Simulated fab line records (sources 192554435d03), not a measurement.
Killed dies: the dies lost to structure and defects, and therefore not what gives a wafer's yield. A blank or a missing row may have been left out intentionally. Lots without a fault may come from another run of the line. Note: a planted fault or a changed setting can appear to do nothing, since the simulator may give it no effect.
Comparing a struck lot with a sound one    flow n5_finfet    37 out of 1938 route steps
Sound: these wafers, L438.1, L438.3, L438.4. The struck wafers were L430.1, L430.2, L430.3. At the end, the cause is stated.
At each step with rows: each side's tool, then ch and its chambers, then its first start. Under that, the readings that differ: sound wafers    struck wafers    difference of the means    sigmas: that difference in standard deviations of wafers without a fault.
alike: readings with means less than 2 such deviations apart, plus words and numbers identical on both sides. not compared: withheld readings, readings lacking a value on some wafer, bounds such as >300 that could conceal the same value, and numbers that have no deviation in the record and whose values overlap.
Wherever a step has rows on one side only, a row that says differs or no value, or a row with sigmas, the two part there. Non-overlapping numbers with no deviation appear without sigmas and do not part them. Lack of a reading on every wafer of one side parts them only where that side has two or more wafers.

first, 9 steps without rows for these wafers: N5_BEOL_M4_ANNEAL_95 (time 240 s); N5_BEOL_M4_SPUTTER_96 (material Cu, target thk 4.5 nm, time 8.29 s); N5_BEOL_M4_ECD_50 (material Cu, target thk 300 nm); N5_BEOL_M4_ANNEAL_51 (time 90 s); N5_BEOL_M4_CMP_52 (polishes, stops on SiOC, t overpolish 6.8 s, target thk 40 nm); N5_BEOL_M4_PRE_CLEAN_60 (time 15 s); N5_BEOL_M4_CO_CAP_55 (material Co, precursor CCTBA/H2, target thk 2 nm, time 102.1 s); N5_BEOL_M4_PRE_CLEAN_56 (time 15 s); N5_BEOL_M4_DEP_57 (deposits SiCN from 3MS/NH3, target thk 8 nm, time 14 s).
N5_BEOL_M4_RC_MEAS_101:
  sound on prober-02 ch 0, day 13 10:40; struck on prober-02 ch 0, day 11 11:55
  alike: DIBL_N, DIBL_P, IOFF_N, IOFF_P, ION_N, ION_P, SS_N, SS_P, VT_N, VT_P
then, 24 steps without rows for these wafers: N5_BEOL_M5_ILD_DEP_00 (deposits SiCOH lowk from DEMS/porogen, target thk 140.64 nm, time 25.9 s); N5_BEOL_M5_CURE_79 (cures SiCOH lowk, time 240 s); N5_BEOL_M5_PECVD_70 (deposits SiO2 from TEOS/O2, target thk 16 nm, time 18 s); N5_BEOL_M5_HM_DEP_02 (deposits TiN, target thk 20 nm); N5_BEOL_M5_COAT_59 (time 60 s, resist thk 60 nm); N5_BEOL_M5_COAT_60 (time 60 s, resist thk 12 nm); N5_BEOL_M5_COAT_71 (time 60 s, resist thk 5 nm); N5_BEOL_M5_COAT_05 (resist thk 30 nm); N5_BEOL_M5_EBR_07; N5_BEOL_M5_SOFTBAKE_06 (time 60 s); N5_BEOL_M5_EXPOSE_08 (exposes mask M5, target cd 28 nm); N5_BEOL_M5_PEB_09 (peb time 60 s); N5_BEOL_M5_DEVELOP_10 (develop time 30 s); N5_BEOL_M5_DESCUM_16 (chemistry O2, time 7 s); N5_BEOL_M5_ETCH_72 (etches underlayer in N2/H2, target depth 6.5 nm, time 5.2 s); N5_BEOL_M5_ETCH_61 (etches SiARC in CF4, target depth 15.6 nm, time 26 s); N5_BEOL_M5_ETCH_62 (etches SOC in N2/H2, target depth 75 nm, overetch 15 nm, time 112.5 s); N5_BEOL_M5_STRIP_63 (strips in N2/H2); N5_BEOL_M5_STRIP_73 (strips in N2/H2); N5_BEOL_M5_STRIP_64 (strips in CF4); N5_BEOL_M5_HM_OPEN_17 (chemistry Cl2/BCl3, target TiN, target depth 20 nm, overetch 6 nm); N5_BEOL_M5_STRIP_19 (strips in O2); N5_BEOL_M5_COAT_65 (time 60 s, resist thk 60 nm); N5_BEOL_M5_COAT_66 (time 60 s, resist thk 12 nm).
-- record jumps: 4 days separate the struck wafers' starts on either side; left off in module BEOL_M5, taken up again in module BEOL_M14, whose first shown step is the route's number 1757 --
N5_BEOL_M14_ETCH_38: etches SiCN in CF4/N2, target depth 106.5 nm, time 120.6 s.
  sound on rie_diel-02 ch 0,2,3, day 16 20:37; struck on rie_diel-01 ch 1,2,3, day 15 02:38
  no value came back on the struck wafers for any of 9 readings (bias_w (W), cf4_flow_sccm (sccm) and others); on the sound wafers bias_w (W) reads 70.07 70.10 69.84
reading                                        sound           struck          difference  sigmas
model.SiO2_of_BEOL_M14_ILD_DEP_00.thk_nm (nm)  1039 1028 1043  1106 1115 1114  +75         
N5_BEOL_M14_CMP_49: polishes, stops on SiO2, t overpolish 5.2 s, target thk 560 nm.
  sound on cmp-02 ch 1,2,3, day 16 22:07; struck on cmp-02 ch 0,1,3, day 15 04:21
reading                                        sound           struck          difference  sigmas
model.SiO2_of_BEOL_M14_ILD_DEP_00.thk_nm (nm)  1024 1013 1028  1091 1100 1099  +75         
  alike: motor_current_A
N5_PASSIVATION_PROBE_49:
  struck on prober-02, day 15 23:55; sound on prober-01, day 18 02:54
reading                   sound           struck          difference  sigmas
defect_limited_yield (%)  91.2 93.1 92.9  0 0 0           -92         -66
killed_at_M4_up           27 14 14        1080 1091 1105  +1074       +99 or more
killed_dies               104 81 84       1180 1180 1180  +1090       +64
killed_on_rim             14 8 11         152 152 152     +141        +36
sort_bin_5_function (%)   5.4 3.7 4.7     95.7 96.7 96.5  +91.7       +99
sort_n_pass               1076 1099 1096  0 0 0           -1090       -64
sort_yield_pct (%)        91.2 93.1 92.9  0 0 0           -92         -66
  alike: killed_at_M0_to_M3, killed_at_contacts, killed_at_front_end, killed_at_other, killed_open, killed_short, sort_bin_6_memory

== WHERE THEY PART ==
Earliest at N5_BEOL_M14_ETCH_38; latest, in this record, at N5_PASSIVATION_PROBE_49.

WHY: what the simulator had put in
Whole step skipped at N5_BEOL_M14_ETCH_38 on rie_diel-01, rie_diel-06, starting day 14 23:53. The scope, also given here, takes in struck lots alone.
